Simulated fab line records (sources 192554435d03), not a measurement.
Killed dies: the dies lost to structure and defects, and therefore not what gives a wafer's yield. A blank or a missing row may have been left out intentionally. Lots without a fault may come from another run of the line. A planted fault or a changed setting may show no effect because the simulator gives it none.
Split-lot experiment + flow n5 finfet + on a route of 1938 steps: 7 lots, 39 wafers read

## THE SPLIT ITSELF
At N5_FIN_CUT_CUT_ETCH_15 (etches Si in HBr/Cl2/O2, target depth 100 nm, bt time 10 s, time 42.4 s), the setting target depth a was moved away from the recipe's 1000 angstrom on 12 of the 39 wafers read, by -12.1% to +12.5%. All remaining wafers had this setting at the recipe value.

Reading taken at the split's own step.

## THE READING
SOC_of_FIN_CUT_COAT_18.thk nm (the simulator's own value, which no gauge read), in nm, at N5_FIN_CUT_CUT_ETCH_15 (etches Si in HBr/Cl2/O2, target depth 100 nm, bt time 10 s, time 42.4 s). The file does not state a usual value for it. Average 169.5 nm, standard deviation 1.2 nm, over the 27 wafers here run with the recipe.

| wafer  | tool, chamber at the split | target depth a as run, angstrom | against the recipe | SOC_of_FIN_CUT_COAT_18.thk nm, nm | against lot-mates on the recipe |
|--------|----------------------------|---------------------------------|--------------------|-----------------------------------|---------------------------------|
| L078.1 | rie si-05, 3               | 1000                            | recipe             | 168.4                             | -                               |
| L078.2 | rie si-05, 2               | 1000                            | recipe             | 170                               | -                               |
| L078.3 | rie si-05, 0               | 1000                            | recipe             | 168.6                             | -                               |
| L078.4 | rie si-05, 1               | 1000                            | recipe             | 170                               | -                               |
| L078.5 | rie si-05, 3               | 1000                            | recipe             | 168.2                             | -                               |
| L078.6 | rie si-05, 0               | 1000                            | recipe             | 168.8                             | -                               |
| L079.1 | rie si-05, 0               | 1000                            | recipe             | 167.8                             | -                               |
| L079.2 | rie si-05, 3               | 1117                            | +11.7%             | 163.8                             | -4.9                            |
| L079.3 | rie si-05, 2               | 1000                            | recipe             | 168.8                             | -                               |
| L079.4 | rie si-05, 1               | 1117                            | +11.7%             | 163.4                             | -5.3                            |
| L079.5 | rie si-05, 0               | 1117                            | +11.7%             | 164                               | -4.7                            |
| L079.6 | rie si-05, 1               | 1000                            | recipe             | 169.6                             | -                               |
| L080.1 | rie si-05, 2               | 1000                            | recipe             | 169.6                             | -                               |
| L080.2 | rie si-05, 3               | 1000                            | recipe             | 169.4                             | -                               |
| L080.3 | rie si-05, 0               | 1000                            | recipe             | 168.2                             | -                               |
| L080.4 | rie si-05, 1               | 1000                            | recipe             | 168.8                             | -                               |
| L080.5 | rie si-05, 1               | 1000                            | recipe             | 169.6                             | -                               |
| L080.6 | rie si-05, 0               | 1000                            | recipe             | 169                               | -                               |
| L085.1 | rie si-04, 0               | 1000                            | recipe             | 169.2                             | -                               |
| L085.2 | rie si-04, 1               | 1000                            | recipe             | 171.6                             | -                               |
| L085.3 | rie si-04, 2               | 1000                            | recipe             | 171.4                             | -                               |
| L085.4 | rie si-04, 3               | 962                             | -3.8%              | 171.6                             | +0.9                            |
| L085.5 | rie si-04, 2               | 962                             | -3.8%              | 171.8                             | +1.1                            |
| L085.6 | rie si-04, 1               | 962                             | -3.8%              | 171.6                             | +0.9                            |
| L089.1 | rie si-06, 3               | 1000                            | recipe             | 170.2                             | -                               |
| L089.2 | rie si-06, 2               | 1000                            | recipe             | 171.2                             | -                               |
| L089.5 | rie si-06, 3               | 1000                            | recipe             | 171.2                             | -                               |
| L091.1 | rie si-04, 2               | 1000                            | recipe             | 170.8                             | -                               |
| L091.2 | rie si-04, 3               | 1000                            | recipe             | 169                               | -                               |
| L091.3 | rie si-04, 1               | 1125                            | +12.5%             | 165.6                             | -4.7                            |
| L091.4 | rie si-04, 0               | 1125                            | +12.5%             | 165.6                             | -4.7                            |
| L091.5 | rie si-04, 2               | 1000                            | recipe             | 171.2                             | -                               |
| L091.6 | rie si-04, 3               | 1125                            | +12.5%             | 164.8                             | -5.5                            |
| L095.1 | rie si-05, 2               | 878.7                           | -12.1%             | 173.2                             | +4.5                            |
| L095.2 | rie si-05, 0               | 1000                            | recipe             | 168.4                             | -                               |
| L095.3 | rie si-05, 1               | 878.7                           | -12.1%             | 174.4                             | +5.7                            |
| L095.4 | rie si-05, 2               | 1000                            | recipe             | 170.4                             | -                               |
| L095.5 | rie si-05, 0               | 1000                            | recipe             | 167.4                             | -                               |
| L095.6 | rie si-05, 1               | 878.7                           | -12.1%             | 174.4                             | +5.7                            |

THE FIT
A straight line over all 39 wafers: SOC_of_FIN_CUT_COAT_18.thk nm changes by -0.401 nm for each +1% of target depth a; r = -0.91; the points scatter about the line by 1.1 nm.
The same after taking each lot's own level away (the mean of its wafers on the recipe; 39 wafers): -0.414 nm for each +1%; r = -0.96; scatter 0.76 nm.
On that fit, the largest move of target depth a shifts the reading by 5.2 nm.
The span of the lots' own levels, 168.73 to 170.87 nm, comes to 1.8 times the standard deviation stated above.
Consequently the slope shifts little with the lot-to-lot level, the two slopes agreeing.
Check: with one of the wafers moved furthest among these (+12.5%) left out of the fit, the line predicts -5.27 nm for it against its lot-mates. It came out at -4.73 nm against them.

## THE WHOLE CHAIN: every reading that the file lists as answering this split, in the file's order
| step                   | what it does                                                            | reading                                                                        | change (the file's fit)               | r (the file's) |
|------------------------|-------------------------------------------------------------------------|--------------------------------------------------------------------------------|---------------------------------------|----------------|
| N5_FIN_CUT_CUT_ETCH_15 | etches Si in HBr/Cl2/O2, target depth 100 nm, bt time 10 s, time 42.4 s | FIN_CUT.feature depth nm (the simulator's own value, which no gauge read)      | +1.07 nm for each +1% of the setting  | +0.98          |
| N5_FIN_CUT_CUT_ETCH_15 | etches Si in HBr/Cl2/O2, target depth 100 nm, bt time 10 s, time 42.4 s | etch.depth nm (the simulator's own value, which no gauge read)                 | +1.07 nm for each +1% of the setting  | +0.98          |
| N5_FIN_CUT_CUT_ETCH_15 | etches Si in HBr/Cl2/O2, target depth 100 nm, bt time 10 s, time 42.4 s | SOC_of_FIN_CUT_COAT_18.thk nm (the simulator's own value, which no gauge read) | -0.414 nm for each +1% of the setting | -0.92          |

## FILE'S OWN FIT
SOC_of_FIN_CUT_COAT_18.thk nm changes by -0.414 nm for each +1% of target depth a, r = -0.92.
